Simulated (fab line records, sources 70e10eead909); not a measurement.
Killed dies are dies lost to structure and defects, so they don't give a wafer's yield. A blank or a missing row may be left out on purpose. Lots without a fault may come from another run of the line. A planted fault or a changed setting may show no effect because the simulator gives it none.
Chamber matching | flow nand_harc | NHARC_P_M2_STRIP_18 on rie_diel-09: 4 sister chambers
The step strips in N2/H2. 8 wafers are shown with their chamber, then 7 later ones without.

WAFERS WITH THEIR CHAMBER
wafer  | chamber | drypump_motor_current_A (A) | rf_vpp_V (V)
L081.4 | 2       | 5.6                         | 91.7
L080.4 | 3       | 5.6                         | 91.4
L080.5 | 1       | 5.0                         | 88.7
L083.3 | 3       | 5.6                         | 91.5
L083.5 | 1       | 5.0                         | 90.1
L083.6 | 0       | 6.4                         | 91.8
L082.1 | 0       | 6.3                         | 92.2
L082.4 | 2       | 5.7                         | 92.3

WAFERS WITHOUT THEIR CHAMBER
wafer  | drypump_motor_current_A (A) | rf_vpp_V (V)
L082.6 | 5.6                         | 92.3
L085.3 | 5.6                         | 90.8
L085.4 | 5.0                         | 88.2
L085.6 | 6.4                         | 90.7
L095.2 | 5.0                         | 90.5
L095.5 | 5.0                         | 90.6
L095.6 | 5.6                         | 91.0

WHICH CHAMBER EACH WENT THROUGH
wafer  | from the rows above     | in truth
L082.6 | can't be placed: 2 or 3 | 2
L085.3 | can't be placed: 3 or 2 | 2
L085.4 | 1                       | 1
L085.6 | 0                       | 0
L095.2 | 1                       | 1
L095.5 | 1                       | 1
L095.6 | can't be placed: 3 or 2 | 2
Placed correctly: 4 of 7. Can't be placed from these rows: 3 (the true chamber is among the candidates in 3). Placed wrongly: 0.
How it was worked out, from the rows above alone: a wafer's distance from a chamber is the root of the sum, over the readings, of the square of ((its reading less the chamber's mean) divided by the reading's scatter). The wafer belongs to the nearest chamber; if the next one is less than 2 further off, it can't be placed. A chamber's mean is the mean of its shown wafers. The scatter: the root of (the sum of the squares of (reading less its chamber's mean) over the shown wafers, divided by (wafers less chambers)).
